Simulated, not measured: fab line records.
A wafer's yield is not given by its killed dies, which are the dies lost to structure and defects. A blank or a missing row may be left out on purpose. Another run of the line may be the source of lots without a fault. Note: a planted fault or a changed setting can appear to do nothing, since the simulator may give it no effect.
Which tool is to blame? :: flow n5-finfet :: Sampling: 9 lots, 27 wafers, 7 of 1938 route steps

WHAT THE GAUGES SHOWED, per wafer
N5_SD_EPI_N_EPI_MEAS_23. Usual: thk-nm reads 58.9 nm (standard deviation 1.2).
lot: L364
measured: day 3 06:28
on: film-metro-01
thk-nm (nm): 60.9 60.2 59.2
flag: 

lot: L366
measured: day 3 16:56
on: film-metro-02
thk-nm (nm): 58.5 59.0 59.7
flag: 

lot: L368
measured: day 4 08:01
on: film-metro-01
thk-nm (nm): 57.9 58.8 59.1
flag: 

lot: L370
measured: day 4 18:15
on: film-metro-02
thk-nm (nm): 58.3 57.1 58.4
flag: 

lot: L371
measured: day 4 23:59
on: film-metro-01
thk-nm (nm): 60.2 58.4 59.4
flag: 

lot: L373
measured: day 5 11:08
on: film-metro-01
thk-nm (nm): 58.5 58.9 59.7
flag: 

lot: L383
measured: day 8 01:29
on: film-metro-02
thk-nm (nm): 59.6 58.1 59.8
flag: 

lot: L384
measured: day 8 06:40
on: film-metro-02
thk-nm (nm): 58.9 57.9 59.0
flag: 

lot: L387
measured: day 9 00:16
on: film-metro-02
thk-nm (nm): 60.0 60.2 59.8
flag: 

N5_SD_EPI_P_EPI_MEAS_23. Usual: thk-nm reads 60.9 nm (standard deviation 1.4).
lot: L364
measured: day 3 11:37
on: film-metro-02
thk-nm (nm): 63.1 61.9 60.7
flag: 

lot: L366
measured: day 3 21:25
on: film-metro-02
thk-nm (nm): 59.0 58.0 62.6
flag: 

lot: L368
measured: day 4 13:12
on: film-metro-02
thk-nm (nm): 63.5 62.1 63.9
flag: 

lot: L370
measured: day 4 22:53
on: film-metro-01
thk-nm (nm): 59.6 59.9 62.5
flag: 

lot: L371
measured: day 5 05:58
on: film-metro-02
thk-nm (nm): 60.2 59.2 61.3
flag: 

lot: L373
measured: day 5 15:44
on: film-metro-01
thk-nm (nm): 60.2 57.9 60.3
flag: 

lot: L383
measured: day 8 06:16
on: film-metro-02
thk-nm (nm): 41.3 44.3 44.4
flag: OFF

lot: L384
measured: day 8 11:14
on: film-metro-02
thk-nm (nm): 42.5 43.5 45.5
flag: OFF

lot: L387
measured: day 9 05:48
on: film-metro-01
thk-nm (nm): 62.3 62.8 63.2
flag: 

N5_SD_ACTIVATION_RS_MEAS_03: the measuring method here is four-point-probe. Usual: RS_SD_N 21.97 ohm/sq, standard deviation 0.28; RS_SD_P 56.2 ohm/sq, standard deviation 1.1.
lot: L364
measured: day 3 12:16
on: film-metro-02
RS_SD_N (ohm/sq): 21.69 21.99 22.05
RS_SD_P (ohm/sq): 54.5 55.5 55.3
flag: 

lot: L366
measured: day 3 22:01
on: film-metro-02
RS_SD_N (ohm/sq): 21.47 21.53 21.56
RS_SD_P (ohm/sq): 57.0 57.4 57.1
flag: 

lot: L368
measured: day 4 13:49
on: film-metro-01
RS_SD_N (ohm/sq): 22.07 21.94 22.20
RS_SD_P (ohm/sq): 54.1 55.0 54.3
flag: 

lot: L370
measured: day 4 23:29
on: film-metro-02
RS_SD_N (ohm/sq): 22.19 22.38 22.03
RS_SD_P (ohm/sq): 56.5 56.8 55.9
flag: 

lot: L371
measured: day 5 06:44
on: film-metro-01
RS_SD_N (ohm/sq): 22.14 22.32 21.73
RS_SD_P (ohm/sq): 57.4 58.0 58.4
flag: 

lot: L373
measured: day 5 16:31
on: film-metro-02
RS_SD_N (ohm/sq): 22.00 21.96 21.69
RS_SD_P (ohm/sq): 56.9 58.0 57.0
flag: 

lot: L383
measured: day 8 06:58
on: film-metro-02
RS_SD_N (ohm/sq): 21.96 22.26 21.84
RS_SD_P (ohm/sq): 102.1 101.2 102.0
flag: OFF

lot: L384
measured: day 8 11:54
on: film-metro-01
RS_SD_N (ohm/sq): 22.39 22.21 22.02
RS_SD_P (ohm/sq): 97.9 97.9 98.0
flag: OFF

lot: L387
measured: day 9 06:24
on: film-metro-02
RS_SD_N (ohm/sq): 21.89 21.98 22.11
RS_SD_P (ohm/sq): 54.4 54.1 54.7
flag: 

N5_BEOL_M4_RC_MEAS_101. Usual: DIBL_N 36.0 mV/V, standard deviation 2.5; DIBL_P 36.7 mV/V, standard deviation 3; IOFF_N 0.16 nA/um, standard deviation 0.043; IOFF_P 0.21 nA/um, standard deviation 0.049; ION_N 673 uA/um, standard deviation 15; ION_P 461 uA/um, standard deviation 9.8; RC_DENSE_P 23.5 ohm.um, standard deviation 0.53; RC_P 19.2 ohm.um, standard deviation 0.43; REXT_P 100.2 ohm.um, standard deviation 3; RS_SD_P 65.9 ohm/sq, standard deviation 1.3; SS_N 71.5 mV/dec, standard deviation 0.83; SS_P 73.4 mV/dec, standard deviation 0.83; VT_N 250 mV, standard deviation 4; VT_P -251 mV, standard deviation 4; VT_P_LVT -99 mV, standard deviation 3.3.
lot: L364
measured: day 7 17:22
on: prober-01
DIBL_N (mV/V): 32.1 33.0 31.8
DIBL_P (mV/V): 33.7 33.8 33.3
IOFF_N (nA/um): 0.12 0.14 0.12
IOFF_P (nA/um): 0.18 0.18 0.17
ION_N (uA/um): 657 671 663
ION_P (uA/um): 456 459 459
RC_DENSE_P (ohm.um): 22.9 22.7 23.7
RC_P (ohm.um): 18.6 18.6 19.6
REXT_P (ohm.um): 98.5 98.4 99.0
RS_SD_P (ohm/sq): 64.7 65.8 65.3
SS_N (mV/dec): 70.5 71.7 70.7
SS_P (mV/dec): 72.6 72.8 72.1
VT_N (mV): 254 254 252
VT_P (mV): -254 -254 -250
VT_P_LVT (mV): -98 -99 -99
flag: 

lot: L366
measured: day 8 12:34
on: prober-02
DIBL_N (mV/V): 36.6 38.3 34.3
DIBL_P (mV/V): 37.3 38.7 34.4
IOFF_N (nA/um): 0.18 0.20 0.13
IOFF_P (nA/um): 0.19 0.22 0.16
ION_N (uA/um): 697 686 676
ION_P (uA/um): 468 459 463
RC_DENSE_P (ohm.um): 24.0 23.4 23.6
RC_P (ohm.um): 19.5 18.9 19.3
REXT_P (ohm.um): 101.5 101.4 101.5
RS_SD_P (ohm/sq): 66.8 67.0 66.2
SS_N (mV/dec): 71.9 72.2 70.9
SS_P (mV/dec): 74.1 74.5 73.0
VT_N (mV): 248 247 254
VT_P (mV): -254 -251 -255
VT_P_LVT (mV): -101 -99 -103
flag: 

lot: L368
measured: day 8 18:52
on: prober-01
DIBL_N (mV/V): 29.9 35.4 32.0
DIBL_P (mV/V): 30.0 36.9 32.9
IOFF_N (nA/um): 0.09 0.16 0.11
IOFF_P (nA/um): 0.13 0.22 0.17
ION_N (uA/um): 677 671 675
ION_P (uA/um): 470 467 475
RC_DENSE_P (ohm.um): 24.1 23.4 24.1
RC_P (ohm.um): 19.6 19.4 19.3
REXT_P (ohm.um): 102.5 102.5 100.1
RS_SD_P (ohm/sq): 63.6 64.1 63.6
SS_N (mV/dec): 69.7 71.6 71.5
SS_P (mV/dec): 71.6 72.5 71.8
VT_N (mV): 256 245 254
VT_P (mV): -257 -249 -250
VT_P_LVT (mV): -103 -98 -101
flag: 

lot: L370
measured: day 9 07:55
on: prober-01
DIBL_N (mV/V): 34.7 39.3 35.2
DIBL_P (mV/V): 36.8 41.9 37.8
IOFF_N (nA/um): 0.13 0.24 0.14
IOFF_P (nA/um): 0.22 0.32 0.23
ION_N (uA/um): 668 697 660
ION_P (uA/um): 469 476 461
RC_DENSE_P (ohm.um): 24.6 24.5 24.5
RC_P (ohm.um): 20.1 19.9 20.0
REXT_P (ohm.um): 98.6 99.7 100.0
RS_SD_P (ohm/sq): 66.2 66.5 65.2
SS_N (mV/dec): 71.1 72.0 70.2
SS_P (mV/dec): 74.0 74.6 74.2
VT_N (mV): 250 244 253
VT_P (mV): -248 -243 -248
VT_P_LVT (mV): -97 -92 -97
flag: 

lot: L371
measured: day 9 20:40
on: prober-02
DIBL_N (mV/V): 30.3 31.6 36.3
DIBL_P (mV/V): 32.5 34.5 39.7
IOFF_N (nA/um): 0.10 0.12 0.23
IOFF_P (nA/um): 0.14 0.16 0.26
ION_N (uA/um): 645 651 681
ION_P (uA/um): 441 453 464
RC_DENSE_P (ohm.um): 24.5 24.7 23.7
RC_P (ohm.um): 19.8 19.9 19.3
REXT_P (ohm.um): 104.3 102.4 102.8
RS_SD_P (ohm/sq): 67.4 67.7 69.2
SS_N (mV/dec): 71.2 70.9 73.6
SS_P (mV/dec): 71.8 72.6 73.7
VT_N (mV): 256 252 244
VT_P (mV): -257 -254 -246
VT_P_LVT (mV): -103 -100 -95
flag: 

lot: L373
measured: day 10 02:14
on: prober-01
DIBL_N (mV/V): 39.2 35.1 33.3
DIBL_P (mV/V): 43.4 35.1 35.7
IOFF_N (nA/um): 0.28 0.17 0.13
IOFF_P (nA/um): 0.32 0.18 0.17
ION_N (uA/um): 689 666 677
ION_P (uA/um): 470 456 463
RC_DENSE_P (ohm.um): 22.6 24.2 24.4
RC_P (ohm.um): 18.6 19.8 20.0
REXT_P (ohm.um): 101.9 105.3 103.6
RS_SD_P (ohm/sq): 67.0 68.3 66.7
SS_N (mV/dec): 72.0 71.2 69.9
SS_P (mV/dec): 75.1 73.2 72.6
VT_N (mV): 242 249 251
VT_P (mV): -244 -254 -254
VT_P_LVT (mV): -93 -101 -100
flag: 

lot: L383
measured: day 13 00:16
on: prober-02
DIBL_N (mV/V): 33.7 35.5 37.5
DIBL_P (mV/V): 34.6 36.4 37.8
IOFF_N (nA/um): 0.12 0.15 0.17
IOFF_P (nA/um): 0.10 0.11 0.12
ION_N (uA/um): 674 679 666
ION_P (uA/um): 416 418 404
RC_DENSE_P (ohm.um): 27.9 26.8 28.3
RC_P (ohm.um): 23.1 22.1 23.0
REXT_P (ohm.um): 136.6 136.2 137.3
RS_SD_P (ohm/sq): 117.2 115.2 116.0
SS_N (mV/dec): 71.4 71.3 72.2
SS_P (mV/dec): 72.4 73.3 73.6
VT_N (mV): 255 250 253
VT_P (mV): -270 -266 -266
VT_P_LVT (mV): -118 -116 -116
flag: OFF

lot: L384
measured: day 13 08:08
on: prober-01
DIBL_N (mV/V): 37.2 33.4 34.2
DIBL_P (mV/V): 37.9 33.1 33.6
IOFF_N (nA/um): 0.19 0.13 0.15
IOFF_P (nA/um): 0.15 0.11 0.12
ION_N (uA/um): 677 662 682
ION_P (uA/um): 421 419 428
RC_DENSE_P (ohm.um): 27.8 28.0 27.1
RC_P (ohm.um): 22.4 22.7 22.1
REXT_P (ohm.um): 138.0 137.8 136.9
RS_SD_P (ohm/sq): 113.2 113.5 113.0
SS_N (mV/dec): 71.9 70.9 71.5
SS_P (mV/dec): 73.1 72.4 72.2
VT_N (mV): 248 253 246
VT_P (mV): -261 -263 -262
VT_P_LVT (mV): -110 -112 -111
flag: OFF

lot: L387
measured: day 14 13:20
on: prober-01
DIBL_N (mV/V): 35.6 37.2 35.3
DIBL_P (mV/V): 36.6 38.3 36.1
IOFF_N (nA/um): 0.14 0.17 0.13
IOFF_P (nA/um): 0.17 0.19 0.16
ION_N (uA/um): 672 683 650
ION_P (uA/um): 454 463 445
RC_DENSE_P (ohm.um): 23.2 22.9 24.1
RC_P (ohm.um): 18.7 18.8 19.5
REXT_P (ohm.um): 96.3 96.4 98.3
RS_SD_P (ohm/sq): 63.6 63.4 63.3
SS_N (mV/dec): 71.1 71.8 70.9
SS_P (mV/dec): 72.9 73.6 73.2
VT_N (mV): 252 251 254
VT_P (mV): -256 -254 -258
VT_P_LVT (mV): -102 -100 -102
flag: 

WHAT TOOL EACH LOT RAN ON (gives the tool, then ch and the chambers of the sampled wafers, and finally the start)
lot: L364
N5_SD_EPI_N_LINER_46: ald-sin-02 ch 0,1, day 3 06:47
N5_SD_EPI_P_EPI_21: epi-rpcvd-02 ch 0, day 3 10:08
N5_ILD0_LINER_00: ald-sin-04 ch 0,1,2, day 3 12:35

lot: L366
N5_SD_EPI_N_LINER_46: ald-sin-01 ch 0,2,3, day 3 17:14
N5_SD_EPI_P_EPI_21: epi-rpcvd-02 ch 0, day 3 19:13
N5_ILD0_LINER_00: ald-sin-01 ch 0,1, day 3 22:29

lot: L368
N5_SD_EPI_N_LINER_46: ald-sin-04 ch 2,3, day 4 08:23
N5_SD_EPI_P_EPI_21: epi-rpcvd-04 ch 0, day 4 11:00
N5_ILD0_LINER_00: ald-sin-04 ch 0,1,2, day 4 14:10

lot: L370
N5_SD_EPI_N_LINER_46: ald-sin-02 ch 0,1,2, day 4 18:43
N5_SD_EPI_P_EPI_21: epi-rpcvd-02 ch 0, day 4 20:41
N5_ILD0_LINER_00: ald-sin-03 ch 0,2, day 5 00:44

lot: L371
N5_SD_EPI_N_LINER_46: ald-sin-02 ch 1,2,3, day 5 01:07
N5_SD_EPI_P_EPI_21: epi-rpcvd-02 ch 0, day 5 03:46
N5_ILD0_LINER_00: ald-sin-03 ch 1,2,3, day 5 07:05

lot: L373
N5_SD_EPI_N_LINER_46: ald-sin-02 ch 0,1,2, day 5 11:26
N5_SD_EPI_P_EPI_21: epi-rpcvd-02 ch 0, day 5 13:53
N5_ILD0_LINER_00: ald-sin-04 ch 2,3, day 5 16:52

lot: L383
N5_SD_EPI_N_LINER_46: ald-sin-04 ch 2,3, day 8 01:47
N5_SD_EPI_P_EPI_21: epi-rpcvd-02 ch 0, day 8 04:05
N5_ILD0_LINER_00: ald-sin-01 ch 2,3, day 8 07:20

lot: L384
N5_SD_EPI_N_LINER_46: ald-sin-04 ch 1,3, day 8 06:58
N5_SD_EPI_P_EPI_21: epi-rpcvd-02 ch 0, day 8 09:24
N5_ILD0_LINER_00: ald-sin-03 ch 1,2,3, day 8 12:16

lot: L387
N5_SD_EPI_N_LINER_46: ald-sin-02 ch 0,1,3, day 9 00:48
N5_SD_EPI_P_EPI_21: epi-rpcvd-01 ch 0, day 9 02:53
N5_ILD0_LINER_00: ald-sin-03 ch 0,1, day 9 06:46
- N5_SD_EPI_N_LINER_46: material SiNx, target thk 3 nm.
- N5_SD_EPI_P_EPI_21: deposits SiGe:B, time 355 s.
- N5_ILD0_LINER_00: material SiNx, target thk 4 nm, pulse time 1 s, purge time 2 s.

AS READ BY THE TOOLS THEMSELVES (means over the sampled wafers that have a number; for cases with no such wafer, the mark the record gives instead)
N5_SD_EPI_N_LINER_46. Usual: heater-power-w reads 840 W (standard deviation 84).
lot: L364
tool: ald-sin-02
heater-power-w (W): 759
flag: 

lot: L366
tool: ald-sin-01
heater-power-w (W): 849
flag: 

lot: L368
tool: ald-sin-04
heater-power-w (W): 838
flag: 

lot: L370
tool: ald-sin-02
heater-power-w (W): 819
flag: 

lot: L371
tool: ald-sin-02
heater-power-w (W): 874
flag: 

lot: L373
tool: ald-sin-02
heater-power-w (W): 809
flag: 

lot: L383
tool: ald-sin-04
heater-power-w (W): 855
flag: 

lot: L384
tool: ald-sin-04
heater-power-w (W): 904
flag: 

lot: L387
tool: ald-sin-02
heater-power-w (W): 825
flag: 

N5_SD_EPI_P_EPI_21. Usual: chamber-pressure-Torr reads 20.00 Torr (standard deviation 0.041).
lot: L364
tool: epi-rpcvd-02
chamber-pressure-Torr (Torr): 19.96
flag: 

lot: L366
tool: epi-rpcvd-02
chamber-pressure-Torr (Torr): 20.00
flag: 

lot: L368
tool: epi-rpcvd-04
chamber-pressure-Torr (Torr): 20.03
flag: 

lot: L370
tool: epi-rpcvd-02
chamber-pressure-Torr (Torr): 19.99
flag: 

lot: L371
tool: epi-rpcvd-02
chamber-pressure-Torr (Torr): 20.00
flag: 

lot: L373
tool: epi-rpcvd-02
chamber-pressure-Torr (Torr): 20.03
flag: 

lot: L383
tool: epi-rpcvd-02
chamber-pressure-Torr (Torr): 8.68
flag: OFF

lot: L384
tool: epi-rpcvd-02
chamber-pressure-Torr (Torr): 8.74
flag: OFF

lot: L387
tool: epi-rpcvd-01
chamber-pressure-Torr (Torr): 20.02
flag: 

N5_ILD0_LINER_00. Usual: heater-power-w 865 W, standard deviation 120; precursor-pulse-height-rel 0.996, standard deviation 0.019.
lot: L364
tool: ald-sin-04
heater-power-w (W): 935
precursor-pulse-height-rel: 0.993
flag: 

lot: L366
tool: ald-sin-01
heater-power-w (W): 773
precursor-pulse-height-rel: 0.995
flag: 

lot: L368
tool: ald-sin-04
heater-power-w (W): 934
precursor-pulse-height-rel: 0.988
flag: 

lot: L370
tool: ald-sin-03
heater-power-w (W): 982
precursor-pulse-height-rel: 1.001
flag: 

lot: L371
tool: ald-sin-03
heater-power-w (W): 799
precursor-pulse-height-rel: 0.988
flag: 

lot: L373
tool: ald-sin-04
heater-power-w (W): 847
precursor-pulse-height-rel: 0.999
flag: 

lot: L383
tool: ald-sin-01
heater-power-w (W): 888
precursor-pulse-height-rel: 0.990
flag: 

lot: L384
tool: ald-sin-03
heater-power-w (W): 828
precursor-pulse-height-rel: 1.014
flag: 

lot: L387
tool: ald-sin-03
heater-power-w (W): 820
precursor-pulse-height-rel: 1.000
flag: 

THE ANSWER, worked out from the rows above alone
Rule: a lot is off if the mean of its wafers that have a number lies more than 3 standard deviations from the usual mean. Also off: a lot with no number at a reading for which 4 or more lots have one. Any other lot the step has rows for is counted as sound. Order of review: gauges by route order, followed by the tools' own readings, for which a lot's mean as printed above is used. At the first step where some lot is off, the reading lying furthest off is the one used; lots without a number count as furthest.
Off: L383, L384, at N5_SD_EPI_P_EPI_MEAS_23 (thk-nm).
If a tool, at a process step before that reading, ran all the lots that are off and no sound lot after the first of them, it fits. The gauges at N5_SD_EPI_P_EPI_MEAS_23 aren't tried: what is off there is off at N5_BEOL_M4_RC_MEAS_101 too, on other tools, and a gauge's error can't cause that. This does not decide it: 2 tools fit, namely ald-sin-04 at N5_SD_EPI_N_LINER_46 and epi-rpcvd-02 at N5_SD_EPI_P_EPI_21.

WHAT WAS PUT IN BY THE SIMULATOR
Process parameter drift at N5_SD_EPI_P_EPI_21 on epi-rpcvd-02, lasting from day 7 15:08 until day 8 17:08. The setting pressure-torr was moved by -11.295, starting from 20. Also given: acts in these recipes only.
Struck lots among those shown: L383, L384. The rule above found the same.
